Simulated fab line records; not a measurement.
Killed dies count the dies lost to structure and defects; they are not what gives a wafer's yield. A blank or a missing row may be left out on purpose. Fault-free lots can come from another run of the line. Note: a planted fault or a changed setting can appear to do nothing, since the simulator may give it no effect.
8D (eight disciplines) problem report, filled in by code / flow n5 finfet / the parts of the form that need people (team, actions taken, sign-off) are left out

## 1. PROBLEM STATEMENT
At N5_BEOL_M2_COAT_22, spin speed rpm averages 1570.9 rpm over 6 wafers from 2 lots, while fault-free wafers read 1500.2 rpm, standard deviation 1.4. That is +51 standard deviations from the usual mean.
The step: resist thk 30 nm.
Seen first at day 10 12:25 on litho track-01, wafer L954.1. Wafers with a number at this step in the record: 12, from 4 lots. By rule, "out" or "out of limits" means more than 4 standard deviations away from the usual mean. Any other wafer with a number is counted as sound.

## 2. WHAT IT IS AND WHAT IT IS NOT
question=which readings at this step | is=spin speed rpm | is not=-
question=which lots | is=L954, L957 | is not=L947, L961
question=which wafers of those lots | is=all that have a number | is not=-
question=read on which tools | is=litho track-01 | is not=litho track-02
question=when | is=from day 10 12:25 | is not=up to then (3 sound wafers); but 3 sound wafers of L961 came after

## 3. SUSPECTS, AND WHAT RULES EACH OUT
Counting: a tool stays on the suspect list if, at a process step up to the reading, it processed all lots that are out and no sound lot following the first of them.
- litho track-01 at N5_BEOL_M2_COAT_22 (resist thk 30 nm): kept. All lots that are out passed through it, beginning with L954 at day 10 12:25, and no sound lot followed; its final sound lot before that point was L947 at day 8 21:37. Its own spin speed rpm readings are out on those wafers.
Remaining after the count: litho track-01 at N5_BEOL_M2_COAT_22.

## 4. THE CAUSE (what the simulator had put in)
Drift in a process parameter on litho track-01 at N5_BEOL_M2_COAT_22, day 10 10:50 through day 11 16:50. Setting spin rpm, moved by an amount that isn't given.
This tool alone remained once counting was done.

## 5. SEQUENCE OF EFFECTS, ordered by route
Each row: a reading where the mean over the struck wafers with a number is more than 3 standard deviations away from the usual. Only readings whose record carries a usual standard deviation are examined. hours: median over the lots of the time between each lot's start at the first step of this table that gives one and its start at this step. sigmas: the change, counted in usual standard deviations.
hours=0; step=N5_BEOL_M2_COAT_22; reading=spin speed rpm; usual=1500.2 rpm; on struck wafers=1570.9; change=+70.7; sigmas=+51
Here are the process steps it includes:
- N5_BEOL_M2_COAT_22: resist thk 30 nm.
At these later measuring or inspecting steps, every struck wafer for which the step has a row has a number for every such reading, and none has moved that far: N5_BEOL_M4_RC_MEAS_101.

## 6. WHAT WOULD HAVE CAUGHT IT SOONER
2 hours passed between the start of the fault at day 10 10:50 and the first reading out of limits in this record, taken at day 10 12:25.
